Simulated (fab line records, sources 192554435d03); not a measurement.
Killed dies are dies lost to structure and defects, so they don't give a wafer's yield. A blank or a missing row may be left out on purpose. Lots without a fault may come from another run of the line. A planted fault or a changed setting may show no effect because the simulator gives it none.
Chamber matching | flow n5_finfet | N5_BEOL_M5_CURE_79 on uv_cure-02: 3 sister chambers
The step cures SiCOH lowk, time 240 s. 3 wafers are shown with their chamber, then 12 later ones without.

WAFERS WITH THEIR CHAMBER
wafer  | chamber | wafer_temp_C_max
L085.5 | 2       | 386.1
L090.6 | 1       | 387.0
L092.6 | 0       | 386.9

WAFERS WITHOUT THEIR CHAMBER
wafer  | wafer_temp_C_max
L093.1 | 386.3
L093.3 | 386.5
L093.6 | 386.8
L094.2 | 387.2
L094.3 | 386.8
L094.6 | 387.2
L096.1 | 386.9
L096.3 | 386.4
L096.4 | 386.4
L097.1 | 387.1
L097.2 | 386.8
L097.5 | 387.5

WHICH CHAMBER EACH WENT THROUGH
wafer  | from the rows above          | in truth
L093.1 | can't be placed: 2 or 0      | 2
L093.3 | can't be placed: 0 or 2 or 1 | 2
L093.6 | can't be placed: 0 or 1      | 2
L094.2 | can't be placed: 1 or 0      | 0
L094.3 | can't be placed: 0 or 1      | 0
L094.6 | can't be placed: 1 or 0      | 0
L096.1 | can't be placed: 0 or 1      | 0
L096.3 | can't be placed: 2 or 0 or 1 | 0
L096.4 | can't be placed: 2 or 0 or 1 | 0
L097.1 | can't be placed: 1 or 0      | 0
L097.2 | can't be placed: 0 or 1      | 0
L097.5 | can't be placed: 1 or 0      | 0
Placed correctly: 0 of 12. Can't be placed from these rows: 12 (the true chamber is among the candidates in 11). Placed wrongly: 0.
How it was worked out, from the rows above alone: a wafer's distance from a chamber is the root of the sum, over the readings, of the square of ((its reading less the chamber's mean) divided by the reading's scatter). The wafer belongs to the nearest chamber; if the next one is less than 2 further off, it can't be placed. A chamber's mean is the mean of its shown wafers. The scatter: with one shown wafer a chamber, the root of the mean of the squares of how far each hidden wafer lies from its nearest shown one.
